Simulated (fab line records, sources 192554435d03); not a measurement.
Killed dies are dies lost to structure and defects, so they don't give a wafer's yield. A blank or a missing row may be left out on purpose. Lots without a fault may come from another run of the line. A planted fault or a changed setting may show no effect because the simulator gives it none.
Chamber matching | flow n5_finfet | N5_BEOL_M1_VIA_ETCH_34 on rie_diel-02: 3 sister chambers
The step etches the open film in C4F6/O2, target depth 67.8 nm, time 64.4 s. 6 wafers are shown with their chamber, then 4 later ones without.

WAFERS WITH THEIR CHAMBER
wafer  | chamber | throttle_valve_pct (%) | rf_vpp_V (V)
L079.3 | 1       | 30.38                  | 656
L086.1 | 2       | 30.62                  | 675
L086.4 | 2       | 30.61                  | 675
L086.6 | 3       | 30.74                  | 687
L087.1 | 1       | 30.37                  | 657
L087.2 | 3       | 30.74                  | 685

WAFERS WITHOUT THEIR CHAMBER
wafer  | throttle_valve_pct (%) | rf_vpp_V (V)
L089.4 | 30.37                  | 655
L089.6 | 30.73                  | 688
L093.4 | 30.61                  | 674
L093.6 | 30.63                  | 676

WHICH CHAMBER EACH WENT THROUGH
wafer  | from the rows above | in truth
L089.4 | 1                   | 1
L089.6 | 3                   | 3
L093.4 | 2                   | 2
L093.6 | 2                   | 2
Placed correctly: 4 of 4. Can't be placed from these rows: 0. Placed wrongly: 0.
How it was worked out, from the rows above alone: a wafer's distance from a chamber is the root of the sum, over the readings, of the square of ((its reading less the chamber's mean) divided by the reading's scatter). The wafer belongs to the nearest chamber; if the next one is less than 2 further off, it can't be placed. A chamber's mean is the mean of its shown wafers. The scatter: the root of (the sum of the squares of (reading less its chamber's mean) over the shown wafers, divided by (wafers less chambers)).
